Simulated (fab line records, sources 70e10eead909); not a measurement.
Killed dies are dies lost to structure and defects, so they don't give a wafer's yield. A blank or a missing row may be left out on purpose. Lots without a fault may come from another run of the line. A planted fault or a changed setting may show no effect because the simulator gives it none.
A struck lot beside a sound one | flow nand_harc | 17 steps out of a route of 1302
Sound: wafers L516.2, L516.4, L516.5. Struck: wafers L519.3, L519.4, L519.5. The cause comes at the end.
At each step with rows: each side's tool, then ch and its chambers, then its first start. Under that, the readings that differ: sound wafers | struck wafers | difference of the means | sigmas: that difference in standard deviations of wafers without a fault.
alike: readings whose means differ by less than 2 such deviations, and words and numbers that are the same on both sides. not compared: withheld readings, readings that some wafer has no value for, bounds like >300 that may hide the same value, and numbers for which the record gives no deviation and whose values overlap.
The two part at a step that has a row with sigmas, a row that says differs or no value, or rows on one side only. Numbers that don't overlap but have no deviation are shown without sigmas and don't part them. A reading that every wafer of one side lacks parts them only if that side has two wafers or more.

NHARC_P_ZERO_WELL_CD_MEAS_24: target cd 720 nm.
  sound on cd_sem-02 ch 0, day 6 02:42; struck on cd_sem-01 ch 0, day 7 08:28
  alike: cd_nm
then, 1 step without rows for these wafers: NHARC_P_ZERO_WELL_HARDBAKE_25 (time 80 s).
NHARC_P_ZERO_WELL_DESCUM_26: chemistry O2, time 3 s.
  sound on rie_diel-11 ch 1,2,3, day 6 02:52; struck on rie_diel-06 ch 0,3, day 7 08:37
  alike: drypump_motor_current_A, oes_product_au, rf_vpp_V, showerhead_plenum_p_Torr, throttle_valve_pct
  not compared: rf_hours_counter_h
then, 9 steps without rows for these wafers: NHARC_P_ZERO_WELL_IMPLANT_27; NHARC_P_ZERO_WELL_IMPLANT_57; NHARC_P_ZERO_WELL_IMPLANT_58; NHARC_P_ZERO_WELL_STRIP_28 (strips in SPM, time 840 s); NHARC_P_ZERO_WELL_DEHYDRATE_29 (time 120 s); NHARC_P_ZERO_WELL_HMDS_30 (time 30 s); NHARC_P_ZERO_WELL_COAT_31; NHARC_P_ZERO_WELL_SOFTBAKE_32 (time 95 s); NHARC_P_ZERO_WELL_EBR_33.
NHARC_P_ZERO_WELL_EXPOSE_34: exposes mask P PWELL, target cd 720 nm.
  sound on krf_scanner-01 ch 0, day 6 04:04; struck on krf_scanner-02 ch 0, day 7 10:01
  reading | sound                         | struck                        | difference | sigmas
  mask    | P_PWELL#0 P_PWELL#0 P_PWELL#0 | P_NWELL#0 P_NWELL#0 P_NWELL#0 | differs    |
then, 2 steps without rows for these wafers: NHARC_P_ZERO_WELL_PEB_35 (peb time 85 s); NHARC_P_ZERO_WELL_DEVELOP_36 (time 70 s).
NHARC_P_ZERO_WELL_CD_MEAS_37: target cd 720 nm.
  sound on cd_sem-01 ch 0, day 6 04:13; struck on cd_sem-02 ch 0, day 7 10:10
  reading    | sound             | struck | difference                    | sigmas
  cd_nm (nm) | 722.9 721.5 720.3 | - - -  | no value on the struck wafers |
then, 1 step without rows for these wafers: NHARC_P_ZERO_WELL_HARDBAKE_38 (time 80 s).

WHERE THEY PART
First at NHARC_P_ZERO_WELL_EXPOSE_34; last, within this record, at NHARC_P_ZERO_WELL_CD_MEAS_37.

WHY: what the simulator had put in
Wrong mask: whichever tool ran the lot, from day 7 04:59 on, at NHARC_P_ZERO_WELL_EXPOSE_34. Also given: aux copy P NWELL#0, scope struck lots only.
